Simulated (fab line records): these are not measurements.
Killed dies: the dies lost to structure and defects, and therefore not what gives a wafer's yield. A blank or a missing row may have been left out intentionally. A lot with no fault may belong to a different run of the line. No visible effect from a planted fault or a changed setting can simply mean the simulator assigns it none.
Which of the tools did it?    flow nand harc    Sampling: 24 lots, 72 wafers, 3 of 1302 route steps

## WHAT EACH GAUGE READ, for each wafer
NHARC_A_M0_INSPECT_27.
lot   measured      on                 raw defect count
L074  day 23 06:47  defect inspect-01  458 436 350
L075  day 23 07:37  defect inspect-02  471 476 398
L076  day 23 13:14  defect inspect-02  415 511 445
L077  day 24 13:49  defect inspect-01  469 502 373
L079  day 25 00:48  defect inspect-01  426 323 422
L078  day 25 14:56  defect inspect-01  454 387 392
L081  day 25 20:29  defect inspect-01  475 528 617
L082  day 26 07:30  defect inspect-02  480 469 720
L080  day 26 10:44  defect inspect-01  430 450 467
L083  day 26 12:08  defect inspect-01  788 521 474
L084  day 26 17:44  defect inspect-01  523 621 505
L085  day 27 15:49  defect inspect-02  576 588 660
L086  day 27 21:30  defect inspect-01  386 401 331
L087  day 27 23:55  defect inspect-01  568 700 528
L088  day 29 04:52  defect inspect-02  542 512 572
L089  day 29 06:34  defect inspect-02  468 507 465
L090  day 30 00:07  defect inspect-01  723 507 544
L091  day 30 01:14  defect inspect-01  436 488 377
L092  day 30 05:14  defect inspect-02  674 576 608
L093  day 30 21:32  defect inspect-01  515 627 628
L096  day 31 04:19  defect inspect-02  576 716 513
L094  day 31 04:38  defect inspect-01  562 604 494
L095  day 31 10:01  defect inspect-02  644 632 632
L097  day 32 21:48  defect inspect-01  709 685 572

## TOOL THAT RAN EACH LOT (tool first, then ch and the chambers of the sampled wafers, then the start)
lot   NHARC_A_BLC_ETCH_17                            NHARC_A_M0_PRE_CLEAN_29
L074  rie diel-04 ch 0,1,2, day 23 06:47 or earlier  pvd sputter-01, day 23 06:47 or earlier
L075  rie diel-04 ch 0,1, day 23 07:37 or earlier    pvd sputter-01, day 23 07:37 or earlier
L076  rie diel-07 ch 0,1,2, day 23 13:14 or earlier  pvd sputter-01, day 23 13:14 or earlier
L077  rie diel-04 ch 1,2, day 24 13:49 or earlier    pvd sputter-03, day 24 13:49 or earlier
L079  rie diel-04 ch 1,2,3, day 25 00:48 or earlier  pvd sputter-03, day 25 00:48 or earlier
L078  rie diel-04 ch 0,1, day 25 14:56 or earlier    pvd sputter-03, day 25 14:56 or earlier
L081  rie diel-07 ch 1,2,3, day 25 20:29 or earlier  pvd sputter-02, day 25 20:29 or earlier
L082  rie diel-04 ch 0,2,3, day 26 07:30 or earlier  pvd sputter-03, day 26 07:30 or earlier
L080  rie diel-04 ch 1,2,3, day 26 10:44 or earlier  pvd sputter-01, day 26 10:44 or earlier
L083  rie diel-04 ch 2,3, day 26 12:08 or earlier    pvd sputter-02, day 26 12:08 or earlier
L084  rie diel-07 ch 1,2, day 26 17:44 or earlier    pvd sputter-01, day 26 17:44 or earlier
L085  rie diel-07 ch 0,1,3, day 27 15:49 or earlier  pvd sputter-03, day 27 15:49 or earlier
L086  rie diel-07 ch 0,3, day 27 21:30 or earlier    pvd sputter-01, day 27 21:30 or earlier
L087  rie diel-04 ch 0,1,3, day 27 23:55 or earlier  pvd sputter-01, day 27 23:55 or earlier
L088  rie diel-07 ch 0,1,3, day 29 04:52 or earlier  pvd sputter-03, day 29 04:52 or earlier
L089  rie diel-07 ch 0,1,2, day 29 06:34 or earlier  pvd sputter-03, day 29 06:34 or earlier
L090  rie diel-04 ch 0,1, day 30 00:07 or earlier    pvd sputter-02, day 30 00:07 or earlier
L091  rie diel-04 ch 0,1,2, day 30 01:14 or earlier  pvd sputter-02, day 30 01:14 or earlier
L092  rie diel-04 ch 1,2,3, day 30 05:14 or earlier  pvd sputter-03, day 30 05:14 or earlier
L093  rie diel-13 ch 1,2,3, day 30 21:32 or earlier  pvd sputter-02, day 30 21:32 or earlier
L096  rie diel-07 ch 0,1,3, day 31 04:19 or earlier  pvd sputter-02, day 31 04:19 or earlier
L094  rie diel-04 ch 1,2,3, day 31 04:38 or earlier  pvd sputter-01, day 31 04:38 or earlier
L095  rie diel-07 ch 0,3, day 31 10:01 or earlier    pvd sputter-02, day 31 10:01 or earlier
L097  rie diel-04 ch 1,2,3, day 32 21:48 or earlier  pvd sputter-02, day 32 21:48 or earlier
- NHARC_A_BLC_ETCH_17: etches the open film in N2/H2, target depth 390 nm, time 609.38 s.
- NHARC_A_M0_PRE_CLEAN_29: time 30 s.

## WHAT THE TOOLS THEMSELVES READ (means of the sampled wafers that have a number; where no wafer has one, the mark that the record gives instead)
NHARC_A_BLC_ETCH_17.
lot   tool         drypump motor current A (A)  n2 flow sccm (sccm)  oes product au (a.u.)  rf vpp V (V)  showerhead plenum p Torr (Torr)  throttle valve pct (%)
L074  rie diel-04  5.4                          150.1                1.004                  431.2         2.07                             14.169
L075  rie diel-04  5.2                          149.7                1.000                  431.7         2.10                             14.169
L076  rie diel-07  5.6                          150.1                1.008                  428.2         1.95                             14.185
L077  rie diel-04  5.6                          150.0                1.005                  431.6         2.07                             14.175
L079  rie diel-04  5.9                          150.5                1.000                  430.0         2.02                             14.163
L078  rie diel-04  5.4                          150.0                1.002                  432.1         2.10                             14.177
L081  rie diel-07  5.8                          150.0                1.000                  429.8         2.03                             14.179
L082  rie diel-04  5.7                          149.9                1.007                  429.2         2.02                             14.161
L080  rie diel-04  5.9                          149.8                0.991                  431.3         2.02                             14.170
L083  rie diel-04  5.9                          149.7                0.993                  428.6         1.99                             14.175
L084  rie diel-07  5.4                          149.8                1.007                  427.5         1.95                             14.173
L085  rie diel-07  6.0                          150.3                1.000                  429.7         2.03                             14.167
L086  rie diel-07  6.3                          150.0                1.002                  431.9         2.10                             14.174
L087  rie diel-04  5.7                          150.1                1.007                  431.2         2.05                             14.176
L088  rie diel-07  5.9                          150.5                1.006                  430.3         2.02                             14.178
L089  rie diel-07  5.7                          150.0                1.009                  428.1         1.95                             14.172
L090  rie diel-04  5.2                          149.8                1.007                  432.0         2.10                             14.174
L091  rie diel-04  5.4                          149.7                0.999                  431.4         2.07                             14.170
L092  rie diel-04  5.9                          150.0                0.991                  429.6         2.02                             14.175
L093  rie diel-13  5.6                          149.9                0.998                  430.8         2.07                             14.174
L096  rie diel-07  5.9                          149.7                1.008                  429.3         2.02                             14.179
L094  rie diel-04  6.0                          150.0                1.010                  430.2         2.02                             14.175
L095  rie diel-07  6.1                          149.3                0.999                  430.3         2.02                             14.167
L097  rie diel-04  5.9                          150.1                1.007                  430.3         2.02                             14.167

NHARC_A_M0_PRE_CLEAN_29.
lot   tool            heater power w (W)
L074  pvd sputter-01  375
L075  pvd sputter-01  398
L076  pvd sputter-01  385
L077  pvd sputter-03  416
L079  pvd sputter-03  395
L078  pvd sputter-03  365
L081  pvd sputter-02  396
L082  pvd sputter-03  401
L080  pvd sputter-01  379
L083  pvd sputter-02  406
L084  pvd sputter-01  386
L085  pvd sputter-03  383
L086  pvd sputter-01  369
L087  pvd sputter-01  377
L088  pvd sputter-03  450
L089  pvd sputter-03  398
L090  pvd sputter-02  369
L091  pvd sputter-02  390
L092  pvd sputter-03  450
L093  pvd sputter-02  369
L096  pvd sputter-02  352
L094  pvd sputter-01  398
L095  pvd sputter-02  368
L097  pvd sputter-02  354

## THE ANSWER, worked out from the rows above alone
Rule: the usual values come from the lots themselves. The widest of any qualifying gaps counts: lots, ordered by their means at a reading, are off when they make up no more than a third of the lots, leave a main group of 4 or more, and stand apart from it by 3 or more times the standard deviation of that group's means. Not used: any main group whose means are identical at the precision the tables above print for the reading. A lot without any number at a reading at which 4 lots or more have one is off too. The other lots that the step has rows for count as sound. Order of review: gauges by route order, followed by the tools' own readings, for which a lot's mean as printed above is used. The first step at which some lot is off is used, and at that step the reading that is off furthest; a lot without a number counts as furthest.
No lot is off on any of the readings shown, so nothing can be concluded from this.

## WHAT HAD BEEN PUT IN BY THE SIMULATOR
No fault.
